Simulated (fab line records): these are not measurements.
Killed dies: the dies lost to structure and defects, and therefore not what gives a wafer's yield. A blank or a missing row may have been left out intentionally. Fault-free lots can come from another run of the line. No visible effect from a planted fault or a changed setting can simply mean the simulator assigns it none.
Which of the tools did it? / flow n5 finfet / Sampling: 23 lots, 69 wafers, 2 of 1938 route steps

== WHAT THE GAUGES READ, wafer by wafer ==
N5_BEOL_M7_CD_MEAS_28: target cd 40 nm. Usual: cd nm reads 39.92 nm (standard deviation 0.24).
lot=L074; measured=day 9 08:49; on=cd sem-01; cd nm (nm)=39.88 40.04 39.65; flag=
lot=L076; measured=day 9 12:53; on=cd sem-02; cd nm (nm)=39.83 39.96 40.01; flag=
lot=L075; measured=day 9 20:32; on=cd sem-01; cd nm (nm)=40.34 39.99 40.31; flag=
lot=L077; measured=day 9 22:28; on=cd sem-02; cd nm (nm)=39.98 39.57 39.67; flag=
lot=L078; measured=day 10 02:59; on=cd sem-02; cd nm (nm)=39.69 39.99 39.77; flag=
lot=L079; measured=day 10 13:11; on=cd sem-03; cd nm (nm)=39.96 40.18 40.25; flag=
lot=L080; measured=day 10 16:08; on=cd sem-03; cd nm (nm)=40.25 39.85 40.12; flag=
lot=L081; measured=day 11 05:04; on=cd sem-03; cd nm (nm)=39.97 39.67 40.13; flag=
lot=L083; measured=day 11 07:27; on=cd sem-03; cd nm (nm)=40.04 40.11 40.25; flag=
lot=L082; measured=day 11 15:04; on=cd sem-01; cd nm (nm)=39.70 40.26 40.41; flag=
lot=L084; measured=day 11 15:14; on=cd sem-02; cd nm (nm)=39.74 39.55 40.04; flag=
lot=L085; measured=day 12 13:35; on=cd sem-03; cd nm (nm)=39.72 39.98 40.28; flag=
lot=L088; measured=day 12 13:23; on=cd sem-02; cd nm (nm)=39.98 39.66 39.87; flag=
lot=L086; measured=day 12 17:02; on=cd sem-02; cd nm (nm)=39.91 39.80 39.21; flag=
lot=L087; measured=day 12 18:57; on=cd sem-02; cd nm (nm)=39.72 40.21 39.91; flag=
lot=L091; measured=day 12 19:26; on=cd sem-02; cd nm (nm)=39.86 39.58 39.81; flag=
lot=L090; measured=day 12 22:58; on=cd sem-02; cd nm (nm)=39.86 39.56 39.56; flag=
lot=L089; measured=day 13 03:44; on=cd sem-02; cd nm (nm)=40.00 39.67 39.98; flag=
lot=L092; measured=day 13 20:21; on=cd sem-02; cd nm (nm)=40.12 40.06 39.79; flag=
lot=L093; measured=day 14 03:05; on=cd sem-03; cd nm (nm)=40.14 40.06 39.60; flag=
lot=L094; measured=day 14 02:44; on=cd sem-03; cd nm (nm)=39.98 39.78 39.72; flag=
lot=L095; measured=day 14 06:38; on=cd sem-01; cd nm (nm)=39.63 40.50 39.80; flag=
lot=L096; measured=day 15 01:19; on=cd sem-03; cd nm (nm)=40.10 40.03 39.61; flag=

== WHAT TOOL EACH LOT RAN ON (gives the tool, then ch and the chambers of the sampled wafers, and finally the start) ==
lot=L074; N5_BEOL_M7_STRIP_67=rie diel-01 ch 1,2, day 9 06:36
lot=L076; N5_BEOL_M7_STRIP_67=rie diel-04 ch 0,1, day 9 09:53
lot=L075; N5_BEOL_M7_STRIP_67=rie diel-05 ch 0,2,3, day 9 18:53
lot=L077; N5_BEOL_M7_STRIP_67=rie diel-01 ch 1,2,3, day 9 21:45
lot=L078; N5_BEOL_M7_STRIP_67=rie diel-04 ch 2,3, day 10 01:47
lot=L079; N5_BEOL_M7_STRIP_67=rie diel-01 ch 1,3, day 10 12:22
lot=L080; N5_BEOL_M7_STRIP_67=rie diel-05 ch 0,1,2, day 10 15:04
lot=L081; N5_BEOL_M7_STRIP_67=rie diel-04 ch 1,2, day 11 02:51
lot=L083; N5_BEOL_M7_STRIP_67=rie diel-01 ch 1,2,3, day 11 06:49
lot=L082; N5_BEOL_M7_STRIP_67=rie diel-01 ch 1,2,3, day 11 14:26
lot=L084; N5_BEOL_M7_STRIP_67=rie diel-05 ch 0,2, day 11 14:33
lot=L085; N5_BEOL_M7_STRIP_67=rie diel-05 ch 0,1,2, day 12 11:43
lot=L088; N5_BEOL_M7_STRIP_67=rie diel-01 ch 1,3, day 12 12:17
lot=L086; N5_BEOL_M7_STRIP_67=rie diel-05 ch 1,2, day 12 15:53
lot=L087; N5_BEOL_M7_STRIP_67=rie diel-05 ch 0,1,2, day 12 18:21
lot=L091; N5_BEOL_M7_STRIP_67=rie diel-01 ch 0,1, day 12 18:45
lot=L090; N5_BEOL_M7_STRIP_67=rie diel-04 ch 1,2, day 12 22:04
lot=L089; N5_BEOL_M7_STRIP_67=rie diel-01 ch 0,1,3, day 13 00:10
lot=L092; N5_BEOL_M7_STRIP_67=rie diel-04 ch 0,2, day 13 18:41
lot=L093; N5_BEOL_M7_STRIP_67=rie diel-01 ch 0,1,3, day 14 01:04
lot=L094; N5_BEOL_M7_STRIP_67=rie diel-04 ch 0,2,3, day 14 01:42
lot=L095; N5_BEOL_M7_STRIP_67=rie diel-05 ch 0,1, day 14 04:45
lot=L096; N5_BEOL_M7_STRIP_67=rie diel-01 ch 0,3, day 15 00:38
- N5_BEOL_M7_STRIP_67: strips in CF4.

== WHAT THE TOOLS THEMSELVES READ (means of the sampled wafers that have a number; where no wafer has one, the mark that the record gives instead) ==
N5_BEOL_M7_STRIP_67. Usual: drypump motor current A 5.8 A, standard deviation 0.4; oes product au 0.80 a.u., standard deviation 0.06; rf vpp V 271.3 V, standard deviation 1.6; showerhead plenum p Torr 1.81 Torr, standard deviation 0.061; throttle valve pct 13.54 %, standard deviation 0.17.
lot=L074; tool=rie diel-01; drypump motor current A (A)=5.6; oes product au (a.u.)=0.81; rf vpp V (V)=270.2; showerhead plenum p Torr (Torr)=1.75; throttle valve pct (%)=13.53; flag=
lot=L076; tool=rie diel-04; drypump motor current A (A)=5.6; oes product au (a.u.)=0.81; rf vpp V (V)=272.8; showerhead plenum p Torr (Torr)=1.87; throttle valve pct (%)=13.56; flag=
lot=L075; tool=rie diel-05; drypump motor current A (A)=5.8; oes product au (a.u.)=0.80; rf vpp V (V)=271.9; showerhead plenum p Torr (Torr)=1.83; throttle valve pct (%)=13.66; flag=
lot=L077; tool=rie diel-01; drypump motor current A (A)=5.8; oes product au (a.u.)=0.80; rf vpp V (V)=270.0; showerhead plenum p Torr (Torr)=1.76; throttle valve pct (%)=13.51; flag=
lot=L078; tool=rie diel-04; drypump motor current A (A)=5.6; oes product au (a.u.)=0.89; rf vpp V (V)=273.6; showerhead plenum p Torr (Torr)=1.91; throttle valve pct (%)=13.27; flag=
lot=L079; tool=rie diel-01; drypump motor current A (A)=6.2; oes product au (a.u.)=0.80; rf vpp V (V)=269.4; showerhead plenum p Torr (Torr)=1.77; throttle valve pct (%)=13.42; flag=
lot=L080; tool=rie diel-05; drypump motor current A (A)=5.8; oes product au (a.u.)=0.82; rf vpp V (V)=269.8; showerhead plenum p Torr (Torr)=1.79; throttle valve pct (%)=13.62; flag=
lot=L081; tool=rie diel-04; drypump motor current A (A)=5.7; oes product au (a.u.)=0.86; rf vpp V (V)=273.7; showerhead plenum p Torr (Torr)=1.91; throttle valve pct (%)=13.39; flag=
lot=L083; tool=rie diel-01; drypump motor current A (A)=5.8; oes product au (a.u.)=0.78; rf vpp V (V)=270.1; showerhead plenum p Torr (Torr)=1.76; throttle valve pct (%)=13.54; flag=
lot=L082; tool=rie diel-01; drypump motor current A (A)=5.8; oes product au (a.u.)=0.78; rf vpp V (V)=271.2; showerhead plenum p Torr (Torr)=1.76; throttle valve pct (%)=13.54; flag=
lot=L084; tool=rie diel-05; drypump motor current A (A)=5.7; oes product au (a.u.)=0.86; rf vpp V (V)=271.5; showerhead plenum p Torr (Torr)=1.83; throttle valve pct (%)=13.58; flag=
lot=L085; tool=rie diel-05; drypump motor current A (A)=5.8; oes product au (a.u.)=0.81; rf vpp V (V)=270.6; showerhead plenum p Torr (Torr)=1.79; throttle valve pct (%)=13.66; flag=
lot=L088; tool=rie diel-01; drypump motor current A (A)=6.2; oes product au (a.u.)=0.78; rf vpp V (V)=270.1; showerhead plenum p Torr (Torr)=1.77; throttle valve pct (%)=13.46; flag=
lot=L086; tool=rie diel-05; drypump motor current A (A)=5.6; oes product au (a.u.)=0.77; rf vpp V (V)=270.6; showerhead plenum p Torr (Torr)=1.78; throttle valve pct (%)=13.78; flag=
lot=L087; tool=rie diel-05; drypump motor current A (A)=5.8; oes product au (a.u.)=0.80; rf vpp V (V)=270.5; showerhead plenum p Torr (Torr)=1.79; throttle valve pct (%)=13.67; flag=
lot=L091; tool=rie diel-01; drypump motor current A (A)=6.2; oes product au (a.u.)=0.76; rf vpp V (V)=271.2; showerhead plenum p Torr (Torr)=1.79; throttle valve pct (%)=13.46; flag=
lot=L090; tool=rie diel-04; drypump motor current A (A)=5.7; oes product au (a.u.)=0.84; rf vpp V (V)=273.2; showerhead plenum p Torr (Torr)=1.91; throttle valve pct (%)=13.41; flag=
lot=L089; tool=rie diel-01; drypump motor current A (A)=6.1; oes product au (a.u.)=0.75; rf vpp V (V)=270.9; showerhead plenum p Torr (Torr)=1.79; throttle valve pct (%)=13.55; flag=
lot=L092; tool=rie diel-04; drypump motor current A (A)=5.4; oes product au (a.u.)=0.80; rf vpp V (V)=271.5; showerhead plenum p Torr (Torr)=1.87; throttle valve pct (%)=13.41; flag=
lot=L093; tool=rie diel-01; drypump motor current A (A)=6.1; oes product au (a.u.)=0.75; rf vpp V (V)=271.0; showerhead plenum p Torr (Torr)=1.79; throttle valve pct (%)=13.56; flag=
lot=L094; tool=rie diel-04; drypump motor current A (A)=5.5; oes product au (a.u.)=0.80; rf vpp V (V)=273.1; showerhead plenum p Torr (Torr)=1.86; throttle valve pct (%)=13.41; flag=
lot=L095; tool=rie diel-05; drypump motor current A (A)=6.0; oes product au (a.u.)=0.83; rf vpp V (V)=272.1; showerhead plenum p Torr (Torr)=1.80; throttle valve pct (%)=13.60; flag=
lot=L096; tool=rie diel-01; drypump motor current A (A)=6.0; oes product au (a.u.)=0.71; rf vpp V (V)=271.1; showerhead plenum p Torr (Torr)=1.81; throttle valve pct (%)=13.65; flag=

== THE ANSWER, worked out from the rows above alone ==
Rule: take the mean of a lot's wafers that have a number; if it is more than 3 standard deviations from the usual mean, the lot is off. A lot without any number at a reading at which 4 lots or more have one is off too. Any other lot the step has rows for is counted as sound. First the gauges in route order, then the tools' own readings, where a lot's mean is used as printed above. The first step at which some lot is off is used, and at that step the reading that is off furthest; a lot without a number counts as furthest.
No lot is off at any reading shown: from this, nothing can be told.

== WHAT WAS PUT IN BY THE SIMULATOR ==
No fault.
